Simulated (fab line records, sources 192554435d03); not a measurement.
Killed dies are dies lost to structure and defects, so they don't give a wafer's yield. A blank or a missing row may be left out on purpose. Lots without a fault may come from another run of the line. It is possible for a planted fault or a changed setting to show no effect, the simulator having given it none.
The same fault as seen by 3 desks / flow n5 finfet / only its own numbers are on each desk; what lay behind them is given at the end

## FOR THE TOOL OWNER'S DESK: pecvd-03
The tool's own readings at N5_MOL_CONTACT_COAG_PECVD_31 (deposits SiO2 from TEOS/O2, target thk 46 nm, time 8.9 s): means of the sampled wafers that have a number, for each lot that ran on this tool. Marked OUT: a lot whose mean sits more than 4 standard deviations from the usual mean, which makes it out of limits; the brackets give that distance.
Columns: A = susceptor temp C at N5_MOL_CONTACT_COAG_PECVD_31, usual 400.00 C
lot=L168; first seen here=day 7 02:12; A=400.17
lot=L169; first seen here=day 7 08:23; A=399.84
lot=L182; first seen here=day 10 14:53; A=400.13
lot=L183; first seen here=day 11 01:39; A=399.78
Result from this desk: across the 4 lots, nothing is out of limits.

## FROM THE METROLOGY DESK
What the gauges read, lot by lot, whatever tool the lot ran on: means of the sampled wafers that have a number. Marked OUT: a lot whose mean sits more than 4 standard deviations from the usual mean, which makes it out of limits; the brackets give that distance. It has 10 readings; the 7 that lie furthest out on some lot are the ones shown.
Columns: A = DIBL_N at N5_BEOL_M4_RC_MEAS_101, usual 36.9 mV/V; B = DIBL_P at N5_BEOL_M4_RC_MEAS_101, usual 37.3 mV/V; C = IOFF_N at N5_BEOL_M4_RC_MEAS_101, usual 0.16 nA/um; D = IOFF_P at N5_BEOL_M4_RC_MEAS_101, usual 0.22 nA/um; E = ION_N at N5_BEOL_M4_RC_MEAS_101, usual 673 uA/um; F = SS_P at N5_BEOL_M4_RC_MEAS_101, usual 73.4 mV/dec; G = VT_N at N5_BEOL_M4_RC_MEAS_101, usual 250 mV
lot=L164; first seen here=day 9 02:05; A=36.7; B=35.4; C=0.15; D=0.19; E=664; F=72.6; G=251
lot=L168; first seen here=day 10 01:18; A=36.5; B=36.3; C=0.14; D=0.19; E=659; F=73.0; G=254
lot=L169; first seen here=day 10 06:06; A=39.6; B=42.4; C=0.24; D=0.28; E=693; F=75.0; G=244
lot=L176; first seen here=day 12 03:09; A=35.5; B=35.8; C=0.15; D=0.20; E=676; F=73.5; G=251
lot=L178; first seen here=day 12 07:57; A=36.3; B=34.8; C=0.13; D=0.20; E=658; F=73.5; G=254
lot=L177; first seen here=day 12 09:53; A=36.8; B=38.4; C=0.18; D=0.24; E=674; F=73.3; G=250
lot=L182; first seen here=day 13 19:45; A=38.5; B=38.9; C=0.17; D=0.23; E=668; F=74.0; G=253
lot=L181; first seen here=day 13 20:19; A=36.5; B=38.0; C=0.15; D=0.22; E=671; F=73.4; G=252
lot=L183; first seen here=day 13 23:04; A=37.1; B=36.8; C=0.14; D=0.20; E=662; F=73.2; G=253
Result from this desk: across the 9 lots, nothing is out of limits.

## THE DEFECT DESK
Inspection counts along the route, by lot: the mean over sampled wafers that carry a number. Marked OUT: a lot whose mean sits more than 4 standard deviations from the usual mean, which makes it out of limits; the brackets give that distance.
Columns: A = raw defect count at N5_MOL_CONTACT_COAG_INSPECT_57, usual 190
lot=L164; first seen here=day 6 06:29; A=161
lot=L168; first seen here=day 7 02:37; A=1580 (+29) OUT
lot=L169; first seen here=day 7 08:56; A=1608 (+30) OUT
lot=L176; first seen here=day 9 02:01; A=218
lot=L177; first seen here=day 9 10:55; A=241
lot=L178; first seen here=day 9 11:46; A=192
lot=L181; first seen here=day 10 12:24; A=269
lot=L182; first seen here=day 10 15:26; A=178
lot=L183; first seen here=day 11 02:05; A=197
Finding of this desk: L168, L169 out of limits; the first was L168 at day 7 02:37, on raw defect count at N5_MOL_CONTACT_COAG_INSPECT_57. In limits: L164, L176, L177, L178, L181, L182, L183.

## PUT TOGETHER
The defect desk could have raised an alarm at day 7 02:37, on L168, L169.
The tool owner's desk saw nothing out of limits.
At the metrology desk, nothing out of limits was observed.
The tool owner's desk has L168, L169 on record, within its limits.
The metrology desk holds a record of L168, L169, inside its limits.
Every lot named ran N5_MOL_CONTACT_COAG_PECVD_31 on pecvd-03.

## WHAT THE SIMULATOR HAD PUT IN
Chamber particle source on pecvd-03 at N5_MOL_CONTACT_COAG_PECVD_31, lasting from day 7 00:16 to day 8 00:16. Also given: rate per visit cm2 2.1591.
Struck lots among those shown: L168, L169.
Hours from the fault's start to each desk's first reading out of limits: the defect desk, 2.
